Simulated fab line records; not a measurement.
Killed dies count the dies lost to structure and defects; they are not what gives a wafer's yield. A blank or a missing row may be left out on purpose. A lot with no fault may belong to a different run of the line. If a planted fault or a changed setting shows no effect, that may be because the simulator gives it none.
Chamber matching | flow n5Finfet | N5_SD_EPI_N_ETCH_45 on rieDiel-04 has 4 sister chambers
The step etches SiOCN in CH3F/O2, target depth 6 nm. 4 wafers are shown with their chamber, then 7 later ones without.

== WAFERS WITH THEIR CHAMBER ==
wafer  | chamber | showerheadPlenumPTorr (Torr)
L085.1 | 3       | 1.92
L085.4 | 1       | 1.92
L087.1 | 2       | 2.06
L087.2 | 0       | 2.00

== WAFERS MISSING THEIR CHAMBER ==
wafer  | showerheadPlenumPTorr (Torr)
L087.4 | 1.92
L094.4 | 1.92
L094.5 | 1.92
L094.6 | 2.06
L097.1 | 1.91
L097.4 | 1.91
L097.6 | 1.92

== WHICH CHAMBER EACH WENT THROUGH ==
wafer  | from the rows above     | in truth
L087.4 | can't be placed: 1 or 3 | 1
L094.4 | can't be placed: 1 or 3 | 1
L094.5 | can't be placed: 1 or 3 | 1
L094.6 | 2                       | 2
L097.1 | can't be placed: 1 or 3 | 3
L097.4 | can't be placed: 1 or 3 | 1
L097.6 | can't be placed: 1 or 3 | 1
1 of 7 placed correctly. Not placeable from these rows: 6 (in 6, the candidates include the true chamber). 0 placed wrongly.
How it was worked out, from the rows above alone: a wafer's distance from a chamber is the root of the sum, over the readings, of the square of ((its reading less the chamber's mean) divided by the reading's scatter). The wafer belongs to the nearest chamber; if the next one is less than 2 further off, it can't be placed. A chamber's mean is the mean of its shown wafers. The scatter: with one shown wafer a chamber, the root of the mean of the squares of how far each hidden wafer lies from its nearest shown one.
